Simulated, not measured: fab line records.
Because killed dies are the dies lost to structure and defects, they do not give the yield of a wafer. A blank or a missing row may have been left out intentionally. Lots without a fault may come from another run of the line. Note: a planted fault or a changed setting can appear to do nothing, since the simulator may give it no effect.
fab line records -- flow nand_harc
[record] lots = 5, wafers = 15, last_day = 24
route steps=1159 shown A_SLIT@783 A_SIN_REMOVE@804 A_WL_FILL@809 END@1159
lots that met no fault: taken from a fault-free run of the same line
start_h: hours from the record's first day to the start of the lot's first wafer shown -- wait_h: time in hours since the lot's previous step -- " as in the row above -- L1.1+2: several wafers, shown together as one row -- - value missing, or start not given -- * or withheld: withheld -- < > ~ a bound
route shown NAME@n: NAME is a module with steps in the file, n the number in the route of the first one -- usual: mean and standard deviation over wafers with no fault -- same: alike in all rows -- chamber/n: place in a boat -- sites: the reading at each site -- _std_site: standard deviation across them -- _edge_site: inner sites' mean taken away from outer sites' mean -- radius_mm: how far each site lies from the wafer's centre -- mask NAME#n: copy n -- behind: tool/chamber where the wafer was last shaped -- hold: the reason the lot was held/the length of the hold in hours/how it ended -- device: the transistor (n, p or np) that didn't switch -- end of line: the tests these same wafers got at the end of their route -- for a step that has no rows: nothing shown but its recipe -- killed: dies lost to structure and defects at the first sort, not the wafer's yield -- map: a wafer's dies, x killed, . not, _ none there
set.NAME: the setting the step ran with; set.NAME@STEP: the setting that earlier step ran with -- model.NAME: the simulator's own value behind a step, which no gauge read
lots at some steps of the route; a table a step, a row a wafer
services: the hour from which a tool's chamber was out of use, counted from the record's first day as start_h (under 0 if before that day), plus the number of hours and why
[[steps]]
[step NHARC_A_SLIT_HMDS_02]
[recipe] time_s = 30
[step NHARC_A_SLIT_COAT_03]
[recipe] spin_rpm = 1500, resist_thk_nm = 90
[step NHARC_A_SLIT_SOFTBAKE_04]
[recipe] temp_c = 105, time_s = 55
[step NHARC_A_SLIT_EBR_05]
[step NHARC_A_SLIT_EXPOSE_06]
[recipe] na = 1.35, dose_mj = 60.82, mask_id = SLIT
[step NHARC_A_SLIT_PEB_07]
[recipe] peb_temp_c = 100, peb_time_s = 65
[step NHARC_A_SLIT_DEVELOP_08]
[recipe] develop_time_s = 35, dev_temp_c = 23
[step NHARC_A_SLIT_CD_MEAS_09]
[recipe] target_cd_nm = 300, landing_energy_ev = 500
[usual] cd_nm = 300.0/0.6
lot.wafer,tool,chamber,start_h,wait_h,cd_nm
L353.1,cd_sem-02,0,321.24,-,299.8
L353.2,cd_sem-02,0,321.24,-,300.3
L353.6,cd_sem-02,0,321.24,-,300.3
L355.1,cd_sem-01,0,321.85,-,300.8
L355.4,cd_sem-01,0,321.85,-,300.1
L355.5,cd_sem-01,0,321.85,-,300.6
L362.1,cd_sem-03,0,373.32,-,299.8
L362.2,cd_sem-03,0,373.32,-,300.6
L362.6,cd_sem-03,0,373.32,-,300.5
L369.2,cd_sem-02,0,416.28,-,298.8
L369.3,cd_sem-02,0,416.28,-,299.0
L369.6,cd_sem-02,0,416.28,-,298.9
L376.3,cd_sem-03,0,457.94,-,299.7
L376.4,cd_sem-03,0,457.94,-,300.0
L376.5,cd_sem-03,0,457.94,-,299.7
[step NHARC_A_SLIT_OVL_MEAS_10]
[usual] overlay_x_nm = -0.1/0.78, overlay_y_nm = 0.1/0.83
lot.wafer,tool,chamber,start_h,wait_h,overlay_x_nm,overlay_y_nm
L353.1,overlay-01,-,321.33,-,0.0,-0.6
L353.2,overlay-01,-,321.33,-,-0.4,-0.2
L353.6,overlay-01,-,321.33,-,0.2,-0.7
L355.1,overlay-02,-,321.94,-,0.4,-0.1
L355.4,overlay-02,-,321.94,-,-0.1,0.4
L355.5,overlay-02,-,321.94,-,-0.6,-0.2
L362.1,overlay-01,-,373.41,-,0.8,-0.5
L362.2,overlay-01,-,373.41,-,1.0,-1.1
L362.6,overlay-01,-,373.41,-,0.5,-1.1
L369.2,overlay-01,-,416.37,-,-0.4,0.2
L369.3,overlay-01,-,416.37,-,-0.8,0.3
L369.6,overlay-01,-,416.37,-,-0.3,0.8
L376.3,overlay-02,-,458.02,-,-0.1,-0.2
L376.4,overlay-02,-,458.02,-,0.0,-0.5
L376.5,overlay-02,-,458.02,-,0.2,0.2
[step NHARC_A_SLIT_INSPECT_11]
[usual] raw_defect_count = 21/9.6
lot.wafer,tool,chamber,start_h,wait_h,raw_defect_count
L353.1,defect_inspect-01,-,321.37,0.0,26
L353.2,defect_inspect-01,-,321.37,0.0,18
L353.6,defect_inspect-01,-,321.37,0.0,19
L355.1,defect_inspect-01,-,321.98,0.0,13
L355.4,defect_inspect-01,-,321.98,0.0,19
L355.5,defect_inspect-01,-,321.98,0.0,11
L362.1,defect_inspect-01,-,373.45,0.0,39
L362.2,defect_inspect-01,-,373.45,0.0,37
L362.6,defect_inspect-01,-,373.45,0.0,27
L369.2,defect_inspect-01,-,416.41,0.0,13
L369.3,defect_inspect-01,-,416.41,0.0,17
L369.6,defect_inspect-01,-,416.41,0.0,17
L376.3,defect_inspect-02,-,458.06,0.0,14
L376.4,defect_inspect-02,-,458.06,0.0,14
L376.5,defect_inspect-02,-,458.06,0.0,11
[step NHARC_A_SLIT_DESCUM_14]
[recipe] time_s = 3, o2_flow_sccm = 200, ar_flow_sccm = 0, bias_power_w = 0, chemistry = O2
[usual] drypump_motor_current_A = 5.4/0.35, oes_product_au = 1.001/0.0089, rf_vpp_V = 57.8/0.96, showerhead_plenum_p_Torr = 1.91/0.082, throttle_valve_pct = 11.311/0.0088
lot.wafer,tool,chamber,start_h,wait_h,drypump_motor_current_A,oes_product_au,rf_hours_counter_h,rf_vpp_V,showerhead_plenum_p_Torr,throttle_valve_pct
L353.2,rie_diel-13,1,321.44,0.1,5.9,0.995,1.1,56.5,1.92,11.312
L353.1,rie_diel-13,2,321.44,0.1,5.2,0.995,1.1,57.7,1.82,11.312
L353.6,rie_diel-13,1,321.44,0.1,5.9,0.993,-,56.0,1.92,11.326
L355.1,rie_diel-13,3,322.04,0.1,5.6,1.013,1.6,58.4,1.92,11.322
L355.4,rie_diel-13,1,322.04,0.1,5.9,1.001,1.6,58.5,1.93,11.304
L355.5,rie_diel-13,3,322.04,0.1,5.6,1.013,-,57.5,1.92,11.308
L362.2,rie_diel-13,1,373.57,0.1,5.9,0.998,6.5,58.6,1.92,11.316
L362.1,rie_diel-13,2,373.57,0.1,5.2,0.987,6.6,56.6,1.81,11.305
L362.6,rie_diel-13,3,373.57,0.1,5.6,1.008,-,58.1,1.92,11.325
L369.2,rie_diel-11,0,416.47,0.1,5.4,1.008,4.3,57.4,1.81,11.308
L369.3,rie_diel-11,1,416.47,0.1,4.7,0.982,4.1,57.8,2.03,11.310
L369.6,rie_diel-11,0,416.47,0.1,5.4,0.998,-,56.9,1.81,11.316
L376.3,rie_diel-11,2,458.13,0.1,5.9,1.012,6.7,57.0,1.97,11.312
L376.4,rie_diel-11,0,458.13,0.1,5.5,1.009,7.8,58.5,1.81,11.309
L376.5,rie_diel-11,1,458.13,0.1,4.8,0.974,-,59.1,2.03,11.310
[step NHARC_A_SLIT_ETCH_24]
[recipe] target_depth_a = 1210, time_s = 60.5, cf4_flow_sccm = 100, chf3_flow_sccm = 30, ar_flow_sccm = 0, rf_w = 500, bias_w = 200, chemistry = CF4/CHF3
[step NHARC_A_SLIT_ETCH_15]
[recipe] target_depth_a = 32000, over_etch_frac = 0.3, time_s = 832, ion_energy_ev = 150, o2_flow_sccm = 400, cos_flow_sccm = 20, ar_flow_sccm = 0, rf_w = 500, bias_w = 300, chemistry = O2/COS
[usual] drypump_motor_current_A = 5.4/0.39, oes_product_au = 0.999/0.0098, rf_vpp_V = 314.0/1.8, showerhead_plenum_p_Torr = 3.12/0.12, throttle_valve_pct = 28.330/0.0089
lot.wafer,tool,chamber,start_h,wait_h,drypump_motor_current_A,oes_product_au,rf_hours_counter_h,rf_vpp_V,showerhead_plenum_p_Torr,throttle_valve_pct
L353.2,rie_diel-13,1,321.66,-,5.9,1.007,1.3,314.3,3.14,28.324
L353.1,rie_diel-13,3,321.66,-,5.6,1.012,1.5,315.4,3.13,28.343
L353.6,rie_diel-13,1,321.66,-,5.9,0.995,-,315.6,3.14,28.336
L355.4,rie_diel-13,2,322.21,-,5.2,0.986,1.5,312.6,2.97,28.331
L355.1,rie_diel-13,3,322.21,-,5.6,1.020,1.8,315.5,3.13,28.346
L355.5,rie_diel-13,3,322.21,-,5.6,1.012,-,314.7,3.13,28.338
L362.2,rie_diel-13,1,373.72,-,5.9,1.003,6.6,314.6,3.14,28.326
L362.1,rie_diel-13,3,373.72,-,5.6,1.012,6.6,314.2,3.13,28.320
L362.6,rie_diel-13,2,373.72,-,5.2,0.987,-,312.5,2.97,28.319
L369.2,rie_diel-11,1,416.64,-,4.7,0.981,4.3,315.5,3.30,28.343
L369.3,rie_diel-11,0,416.64,-,5.4,0.997,4.4,310.7,2.96,28.321
L369.6,rie_diel-11,1,416.64,-,4.8,0.979,-,317.0,3.30,28.323
L376.4,rie_diel-11,3,458.35,-,5.4,0.995,7.5,312.3,3.04,28.333
L376.3,rie_diel-11,1,458.35,-,4.7,0.976,8.2,317.2,3.30,28.319
L376.5,rie_diel-11,3,458.35,-,5.4,1.015,-,313.6,3.04,28.318
[step NHARC_A_SLIT_ETCH_17]
[recipe] bias_v = 900, source_w = withheld, pressure_mtorr = 20, ar_flow_sccm = 375, c4f8_flow_sccm = 83.3, o2_flow_sccm = 41.7, time_s = 1687.5, target_depth_a = 1.01e+05, chemistry = C4F8/O2/Ar
[usual] c4f8_flow_sccm = 83.31/0.25, drypump_motor_current_A = 5.8/0.52, showerhead_plenum_p_Torr = 3.69/0.064, throttle_valve_pct = 32.046/0.0087
lot.wafer,tool,chamber,start_h,wait_h,c4f8_flow_sccm,drypump_motor_current_A,rf_hours_counter_h,showerhead_plenum_p_Torr,throttle_valve_pct
L353.2,har_etch-02,1,324.47,-,83.40,6.6,169,3.62,32.055
L353.1,har_etch-02,0,324.47,-,83.27,5.7,169,3.70,32.056
L353.6,har_etch-02,0,324.47,-,83.08,5.7,-,3.70,32.040
L355.1,har_etch-01,0,326.44,-,82.93,5.7,4,3.80,32.036
L355.4,har_etch-01,1,326.44,-,83.44,5.1,-,3.73,32.049
L355.5,har_etch-01,0,326.44,-,83.54,5.7,-,3.80,32.063
L362.1,har_etch-02,0,376.09,-,83.08,5.7,191,3.69,32.036
L362.2,har_etch-02,1,376.09,-,83.07,6.6,191,3.61,32.047
L362.6,har_etch-02,1,377.34,-,83.42,6.6,-,3.61,32.048
L369.2,har_etch-02,1,418.27,-,83.36,6.6,218,3.60,32.035
L369.3,har_etch-02,0,418.27,-,82.90,5.7,-,3.68,32.053
L369.6,har_etch-02,1,418.27,-,83.15,6.6,-,3.60,32.034
L376.4,har_etch-01,1,459.38,-,83.37,5.2,-,3.70,32.040
L376.3,har_etch-01,0,459.38,-,83.38,5.7,-,3.76,32.039
L376.5,har_etch-01,1,459.38,-,83.39,5.2,-,3.70,32.047
[step NHARC_A_SLIT_ETCH_26]
[recipe] bias_v = 400, source_w = 2000, pressure_mtorr = 25, time_s = 90, ar_flow_sccm = 375, c4f8_flow_sccm = 41.7, o2_flow_sccm = 83.3, target_depth_a = 4000, chemistry = C4F8/O2/Ar
[usual] c4f8_flow_sccm = 41.68/0.12, drypump_motor_current_A = 5.8/0.52, showerhead_plenum_p_Torr = 3.73/0.066, throttle_valve_pct = 27.620/0.0086
lot.wafer,tool,chamber,start_h,wait_h,c4f8_flow_sccm,drypump_motor_current_A,rf_hours_counter_h,showerhead_plenum_p_Torr,throttle_valve_pct
L353.2,har_etch-02,1,325.95,1.2,41.91,6.6,170,3.65,27.623
L353.1,har_etch-02,0,325.95,1.2,41.63,5.7,170,3.74,27.597
L353.6,har_etch-02,0,325.95,1.2,41.78,5.7,-,3.73,27.624
L355.1,har_etch-01,0,327.70,1.0,41.62,5.7,5,3.83,27.605
L355.4,har_etch-01,1,327.70,1.0,41.53,5.1,-,3.77,27.635
L355.5,har_etch-01,0,327.70,1.0,41.67,5.7,-,3.83,27.621
L362.1,har_etch-02,0,377.59,1.3,41.67,5.7,192,3.72,27.628
L362.2,har_etch-02,1,377.59,1.3,41.79,6.6,192,3.64,27.623
L362.6,har_etch-02,1,377.59,1.3,42.13,6.6,-,3.64,27.624
L369.2,har_etch-02,1,419.53,1.0,41.60,6.6,219,3.63,27.638
L369.3,har_etch-02,0,419.53,1.0,41.79,5.7,-,3.71,27.629
L369.6,har_etch-02,1,419.53,1.0,41.63,6.6,-,3.63,27.621
L376.4,har_etch-01,1,460.43,0.8,41.64,5.1,-,3.73,27.619
L376.3,har_etch-01,0,460.43,0.8,41.77,5.7,-,3.80,27.627
L376.5,har_etch-01,1,460.43,0.8,41.62,5.2,-,3.73,27.628
[step NHARC_A_SLIT_STRIP_28]
[recipe] o2_flow_sccm = 400, cos_flow_sccm = 20, ar_flow_sccm = 0, bias_w = 0, chemistry = O2/COS
[step NHARC_A_SLIT_ETCH_29]
[recipe] target_depth_a = 1000, overetch_a = 100, time_s = 55, ion_energy_ev = 100, cf4_flow_sccm = 80, o2_flow_sccm = 20, ar_flow_sccm = 0, rf_w = 300, bias_w = 100, chemistry = CF4/O2
[step NHARC_A_SLIT_STRIP_18]
[recipe] o2_flow_sccm = 500, ar_flow_sccm = 0, bias_w = 0, chemistry = O2
[usual] drypump_motor_current_A = 5.4/0.38, oes_product_au = 1.000/0.0099, rf_vpp_V = 57.8/0.87, showerhead_plenum_p_Torr = 3.52/0.13, throttle_valve_pct = 17.037/0.0097
lot.wafer,tool,chamber,start_h,wait_h,drypump_motor_current_A,oes_product_au,rf_hours_counter_h,rf_vpp_V,showerhead_plenum_p_Torr,throttle_valve_pct
L353.1,rie_diel-13,1,-,-,5.9,1.000,2,56.7,3.55,17.028
L353.2,rie_diel-13,0,-,-,5.2,0.981,2,59.0,3.77,17.041
L353.6,rie_diel-13,1,-,-,5.9,0.985,-,58.7,3.55,17.038
L355.1,rie_diel-01,2,-,-,5.7,1.014,0,56.6,3.53,17.043
L355.4,rie_diel-01,1,-,-,4.8,1.000,0,57.9,3.52,17.036
L355.5,rie_diel-01,3,-,-,5.3,1.006,-,56.9,3.32,17.046
L362.2,rie_diel-11,1,-,-,4.8,0.976,0,57.7,3.73,17.034
L362.1,rie_diel-11,2,-,-,5.9,1.006,0,57.4,3.64,17.037
L362.6,rie_diel-11,3,-,-,5.4,0.998,-,56.4,3.45,17.058
L369.2,rie_diel-11,0,-,-,5.5,1.008,5,56.6,3.35,17.043
L369.3,rie_diel-11,2,-,-,5.9,1.012,3,56.0,3.64,17.037
L369.6,rie_diel-11,0,-,-,5.5,1.006,-,57.4,3.35,17.025
L376.4,rie_diel-01,1,-,-,4.8,0.998,10,58.5,3.51,17.037
L376.3,rie_diel-01,3,-,-,5.3,0.982,8,56.6,3.31,17.030
L376.5,rie_diel-01,1,-,-,4.8,0.986,-,58.8,3.51,17.028
[step NHARC_A_SLIT_PRECLEAN_19]
[recipe] time_s = *, temp_c = 50, bath_age_min = 0, chemistry = SC1
[step NHARC_A_SLIT_SRD_20]
[step NHARC_A_SLIT_CD_MEAS_21]
[usual] cd_nm = 289.1/0.97
lot.wafer,tool,chamber,start_h,wait_h,cd_nm
L353.1,cd_sem-02,-,327.10,-,290.0
L353.2,cd_sem-02,-,327.10,-,289.1
L353.6,cd_sem-02,-,327.10,-,290.0
L355.1,cd_sem-02,-,328.82,-,289.1
L355.4,cd_sem-02,-,328.82,-,289.6
L355.5,cd_sem-02,-,328.82,-,290.0
L362.1,cd_sem-03,-,378.74,-,287.5
L362.2,cd_sem-03,-,378.74,-,288.3
L362.6,cd_sem-03,-,378.74,-,288.5
L369.2,cd_sem-01,-,420.69,-,289.8
L369.3,cd_sem-01,-,420.69,-,288.8
L369.6,cd_sem-01,-,420.69,-,290.0
L376.3,cd_sem-02,-,461.54,-,290.0
L376.4,cd_sem-02,-,461.54,-,289.2
L376.5,cd_sem-02,-,461.54,-,289.8
[step NHARC_A_SIN_REMOVE_WET_00]
[recipe] temp_c = 160, time_s = 15300, chemistry = H3PO4
[step NHARC_A_SIN_REMOVE_PRECLEAN_01]
[recipe] time_s = *, temp_c = 50, bath_age_min = 0, chemistry = SC1
[step NHARC_A_SIN_REMOVE_SRD_02]
[step NHARC_A_SIN_REMOVE_INSPECT_04]
[usual] raw_defect_count = 300/83
lot.wafer,tool,chamber,start_h,wait_h,raw_defect_count
L353.1,defect_inspect-02,-,334.79,0.0,218
L353.2,defect_inspect-02,-,334.79,0.0,302
L353.6,defect_inspect-02,-,334.79,0.0,234
L355.1,defect_inspect-01,-,334.80,0.0,375
L355.4,defect_inspect-01,-,334.80,0.0,250
L355.5,defect_inspect-01,-,334.80,0.0,349
L362.1,defect_inspect-02,-,386.47,0.0,1682
L362.2,defect_inspect-02,-,386.47,0.0,401
L362.6,defect_inspect-02,-,386.47,0.0,394
L369.2,defect_inspect-01,-,427.42,0.0,215
L369.3,defect_inspect-01,-,427.42,0.0,193
L369.6,defect_inspect-01,-,427.42,0.0,257
L376.3,defect_inspect-02,-,469.20,0.0,318
L376.4,defect_inspect-02,-,469.20,0.0,391
L376.5,defect_inspect-02,-,469.20,0.0,338
[step NHARC_A_WL_FILL_ALD_00]
[recipe] target_thk_a = 30, pulse_time_s = 3, ald_cycles = 30, temp_c = 300, material = Al2O3
[usual] heater_power_w = 470/69, precursor_pulse_height_rel = 1.001/0.021
[same] ald_cycles = 30
lot.wafer,tool,chamber,start_h,wait_h,heater_power_w,precursor_pulse_height_rel
L353.1,ald_hk-01,2,334.92,0.1,391,1.001
L353.2,ald_hk-01,1,334.92,0.1,567,1.017
L353.6,ald_hk-01,3,334.92,0.1,470,0.986
L355.4,ald_hk-01,3,335.09,0.3,473,0.975
L355.1,ald_hk-01,2,335.09,0.3,401,1.022
L355.5,ald_hk-01,0,335.09,0.3,356,1.008
L362.1,ald_hk-01,0,386.60,0.1,359,1.014
L362.2,ald_hk-01,1,386.60,0.1,547,1.020
L362.6,ald_hk-01,2,386.60,0.1,398,1.020
L369.2,ald_hk-01,0,427.65,0.2,337,1.010
L369.3,ald_hk-01,1,427.65,0.2,572,1.015
L369.6,ald_hk-01,0,427.65,0.2,338,0.975
L376.4,ald_hk-02,1,469.26,0.1,491,0.996
L376.3,ald_hk-02,2,469.26,0.1,449,0.967
L376.5,ald_hk-02,1,469.26,0.1,498,1.028
[step NHARC_END_SORT_01]
[recipe] temp_c = 25
[usual] killed_at_array = 28/11, killed_at_other = 0.7/1.1, killed_at_periphery = 2.9/2, killed_dies = 32/11, killed_open = 3.2/1.8, killed_short = 2.0/1.4
[same] gross_dies = 677
lot.wafer,tool,chamber,start_h,wait_h,killed_at_array,killed_at_other,killed_at_periphery,killed_dies,killed_open,killed_short
L353.1,prober-02,0,443.32,2.5,33,1,4,38,4,4
L353.2,prober-02,0,444.12,2.8,30,0,1,31,4,4
L353.6,prober-02,0,447.31,4.0,27,1,4,32,5,1
L362.2,prober-01,0,501.06,2.8,61,0,0,61,3,1
L362.6,prober-01,0,504.25,4.0,37,1,1,39,2,1
L369.2,prober-02,0,534.82,2.8,28,3,3,34,6,3
L369.3,prober-02,0,535.63,3.1,43,0,8,51,12,4
L369.6,prober-02,0,538.05,4.0,28,4,5,37,6,2
// killed by level:class
L353.1 A_CHANNEL_HOLE_D1:chamber_film_flake=14 A_SLIT:chamber_film_flake=7 P_M0:geometric_particle:open=3 A_CONTACT:chamber_film_flake=3 A_ZERO_WELL:chamber_film_flake=2 A_STAIRCASE:chamber_film_flake=2 P_M0:geometric_particle:short=1 A_ONON_D1:geometric_particle:short=1
L353.2 A_CHANNEL_HOLE_D1:chamber_film_flake=12 A_SLIT:chamber_film_flake=9 A_WL_FILL:geometric_particle:short=3 P_CONTACT:geometric_particle:short=1 A_ONON_D1:geometric_particle:open=1 A_CONTACT:geometric_particle:open=1 A_M0:geometric_particle:open=1 A_M1:geometric_particle:open=1
L353.6 A_CHANNEL_HOLE_D1:chamber_film_flake=12 A_SLIT:chamber_film_flake=7 P_GATE:geometric_particle:open=3 A_STAIRCASE:chamber_film_flake=3 A_CONTACT:chamber_film_flake=2 A_CHANNEL_HOLE_D1:geometric_particle:open=1 A_WL_FILL:geometric_particle:open=1 A_CONTACT:geometric_particle:short=1
L362.2 A_CHANNEL_HOLE_D1:chamber_film_flake=22 A_CONTACT:chamber_film_flake=15 A_SLIT:chamber_film_flake=9 A_STAIRCASE:chamber_film_flake=8 A_CHANNEL_FILL_D1:chamber_film_flake=3 A_CHANNEL_FILL_D1:geometric_particle:open=1 A_SGD_CUT:geometric_particle:short=1 A_WL_FILL:geometric_particle:open=1
L362.6 A_CHANNEL_HOLE_D1:chamber_film_flake=13 A_SLIT:chamber_film_flake=10 A_CONTACT:chamber_film_flake=9 A_STAIRCASE:chamber_film_flake=2 P_CONTACT:geometric_particle:open=1 A_CHANNEL_HOLE_D1:geometric_particle:short=1 A_BLC:geometric_particle:open=1 A_CHANNEL_FILL_D1:chamber_film_flake=1
L369.2 A_SLIT:chamber_film_flake=12 A_CHANNEL_HOLE_D1:chamber_film_flake=5 A_STAIRCASE:chamber_film_flake=2 A_CONTACT:chamber_film_flake=2 THIN_TSV:chamber_film_flake=2 P_CONTACT:geometric_particle:open=1 P_M0:geometric_particle:open=1 A_ONON_D1:geometric_particle:short=1
L369.3 A_SLIT:chamber_film_flake=16 A_STAIRCASE:chamber_film_flake=5 A_BLC:geometric_particle:open=4 P_ZERO_WELL:chamber_film_flake=4 A_CHANNEL_HOLE_D1:chamber_film_flake=4 A_CONTACT:chamber_film_flake=3 A_SGD_CUT:geometric_particle:open=2 A_WL_FILL:geometric_particle:open=2
L369.6 A_SLIT:chamber_film_flake=11 P_ZERO_WELL:chamber_film_flake=4 A_CHANNEL_HOLE_D1:chamber_film_flake=4 THIN_TSV:chamber_film_flake=4 A_STAIRCASE:chamber_film_flake=3 A_CONTACT:chamber_film_flake=3 A_CONTACT:geometric_particle:open=2 A_M0:geometric_particle:open=2
[[services]]
tool,chamber,start_h,hours,kind
har_etch-01,-,305.00,17.0,pm
rie_diel-13,0,309.73,-,clean
rie_diel-13,1,309.73,-,clean
rie_diel-13,2,309.73,-,clean
rie_diel-13,3,309.73,-,clean
rie_diel-01,-,314.83,9.0,pm
rie_diel-13,0,334.23,-,clean
rie_diel-13,1,334.23,-,clean
rie_diel-13,2,334.23,-,clean
rie_diel-13,3,334.23,-,clean
rie_diel-11,3,337.69,2.8,repair
rie_diel-11,3,344.24,1.4,repair
rie_diel-13,0,358.73,-,clean
rie_diel-13,1,358.73,-,clean
rie_diel-13,2,358.73,-,clean
rie_diel-13,3,358.73,-,clean
rie_diel-11,-,366.50,9.0,pm
rie_diel-11,2,399.75,4.5,repair
rie_diel-01,1,433.01,8.9,repair
rie_diel-01,2,436.82,6.7,repair
rie_diel-13,-,453.23,9.0,pm
ald_hk-02,-,459.07,10.0,pm
rie_diel-13,0,468.60,24.4,repair
ald_hk-01,-,469.13,1.0,repair
[[key]]
[first_sign] step = NHARC_A_SIN_REMOVE_INSPECT_04, reading = raw_defect_count, direction = up, sigmas = 17, usual = 300, struck = 1682
effect none on later readings
met_at NHARC_A_SLIT_ETCH_15
struck_wafers L362.1
rows_end L362.1
onset_between 322.21 373.72
[fault] kind = chamber_particle_source, tool = rie_diel-13, chamber = 3, onset_h = 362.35, steps = NHARC_A_SLIT_ETCH_15, rate_per_visit_cm2 = 2.1486, end_h = 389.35
// rows_end: these wafers met a further fault down the route, and their rows from its step on are left out
